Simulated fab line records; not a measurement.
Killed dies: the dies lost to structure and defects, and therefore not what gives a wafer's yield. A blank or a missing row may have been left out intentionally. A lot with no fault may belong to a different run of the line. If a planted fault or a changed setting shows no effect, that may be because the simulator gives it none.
Problem report in the 8D (eight disciplines) form, filled by code + flow n5Finfet + the parts of the form that need people (team, actions taken, sign-off) are left out
Where a reading is given only as a bound, like >300, the bound stands for it, and a mean or a difference that rests on one is marked > or <: the true number lies beyond.

1. PROBLEM STATEMENT
rawDefectCount at N5_BEOL_M13_INSPECT_30 reads a mean of >300 on 2 wafers of 1 lot; wafers without a fault read 2.1 with a standard deviation of 1.4. So: +99 or more standard deviations from the usual mean.
The step: inspects for defects (macro).
The first sign was on wafer L352.2 at day 14 15:09, on defectInspect-01. Wafers with a number at this step in the record: 15, from 5 lots. Rule for "out" (also "out of limits"): further than 4 standard deviations from the usual mean. All remaining wafers that have a number are taken as sound.

2. WHAT THIS IS AND IS NOT
| question                    | is                | is not                                                                   |
|-----------------------------|-------------------|--------------------------------------------------------------------------|
| which readings at this step | rawDefectCount    | -                                                                        |
| which lots                  | L352              | L342, L345, L362, L364                                                   |
| which wafers of those lots  | L352.2, L352.5    | L352.4                                                                   |
| read on which gauges        | defectInspect-01  | defectInspect-02                                                         |
| when                        | from day 14 15:09 | up to then (7 sound wafers); but 6 sound wafers of L362, L364 came after |

3. THE SUSPECTS, EACH WITH WHAT RULES IT OUT
Counting: if a tool at a process step up to the reading ran every lot that is out, it stays a suspect. Sound lots after the first of them don't rule it out here, since some wafers of a struck lot are sound.
- ruled out: the gauge at N5_BEOL_M13_INSPECT_30. All the wafers that are out were read on defectInspect-01, but those of them that N5_PASSIVATION_PROBE_49 has rows for are out there too, on other tools.
- rieDiel-06 at N5_BEOL_M13_DESCUM_15 (chemistry O2, time 7.9 s): kept. It ran the lot that is out, L352 (day 14 14:07).
- rieDiel-06 at N5_BEOL_M13_ETCH_59 (etches BARC in N2/H2, target depth 89 nm, overetch 26.7 nm, time 67.9 s): kept. It ran the lot that is out, L352 (day 14 14:08).
- rieDiel-06 at N5_BEOL_M13_VIA_ETCH_16 (etches SiOC in C4F8/O2/Ar, target depth 921.7 nm): kept. It ran the lot that is out, L352 (day 14 14:12).
- plasmaAsher-01 at N5_BEOL_M13_STRIP_63 (strips in N2/H2): kept. The lot that is out, L352, ran on it at day 14 14:26; the last sound lot it ran before that was L345, at day 11 16:08.
- plasmaAsher-01 at N5_BEOL_M13_STRIP_64 (strips in N2/H2): kept. The lot that is out, L352, ran on it at day 14 14:30; the last sound lot it ran before that was L345, at day 11 16:12.
- The sound lot-mates ran in chamber 1 of rieDiel-06 at N5_BEOL_M13_DESCUM_15, but the wafers that are out ran in chamber 0.
- The sound lot-mates ran in chamber 1 of rieDiel-06 at N5_BEOL_M13_ETCH_59, but the wafers that are out ran in chamber 0.
- The sound lot-mates ran in chamber 1 of rieDiel-06 at N5_BEOL_M13_VIA_ETCH_16, but the wafers that are out ran in chamber 0.
- The sound lot-mates ran in chamber 0 of plasmaAsher-01 at N5_BEOL_M13_STRIP_63, but the wafers that are out ran in chamber 1.
- The sound lot-mates ran in chamber 0 of plasmaAsher-01 at N5_BEOL_M13_STRIP_64, but the wafers that are out ran in chamber 1.
Left after counting: rieDiel-06 at N5_BEOL_M13_DESCUM_15, rieDiel-06 at N5_BEOL_M13_ETCH_59, rieDiel-06 at N5_BEOL_M13_VIA_ETCH_16, plasmaAsher-01 at N5_BEOL_M13_STRIP_63, plasmaAsher-01 at N5_BEOL_M13_STRIP_64.

4. THE CAUSE (what the simulator had put in)
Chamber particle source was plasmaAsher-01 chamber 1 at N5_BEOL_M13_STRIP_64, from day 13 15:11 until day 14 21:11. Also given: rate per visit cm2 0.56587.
Of the 5 suspects that counting leaves, this tool is one.

5. THE EFFECT CHAIN, in route order
Each row: a reading whose mean over the struck wafers that have a number lies more than 3 standard deviations from the usual. Readings are gone through only where the record gives a usual standard deviation; hours: the median, over the lots, of the time from a lot's start at the first step in this table giving one to that lot's start at this step; sigmas: the change measured in usual standard deviations.
| hours | step                    | reading         | usual | on struck wafers | change | sigmas      |
|-------|-------------------------|-----------------|-------|------------------|--------|-------------|
| 0     | N5_BEOL_M13_INSPECT_30  | rawDefectCount  | 2.1   | >300             | >+298  | +99 or more |
| 28    | N5_PASSIVATION_PROBE_49 | killed_at_M4_up | 14    | 76               | +62    | +11         |
Process steps it contains:
- N5_PASSIVATION_PROBE_49

6. HOW IT WOULD HAVE BEEN CAUGHT EARLIER
In this record the first reading out of limits at a measuring or inspecting step was taken at day 14 15:09, 24 hours after the fault began at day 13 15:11.
Tool readings at N5_BEOL_M13_STRIP_64 with a usual standard deviation given in the record: none out on any struck wafer, hence no alarm at a limit of 4 standard deviations on them.
Lots out: 1; all had begun N5_BEOL_M13_STRIP_64 on plasmaAsher-01 by day 14 15:09. A hold on the tool at that time would have spared none of them.
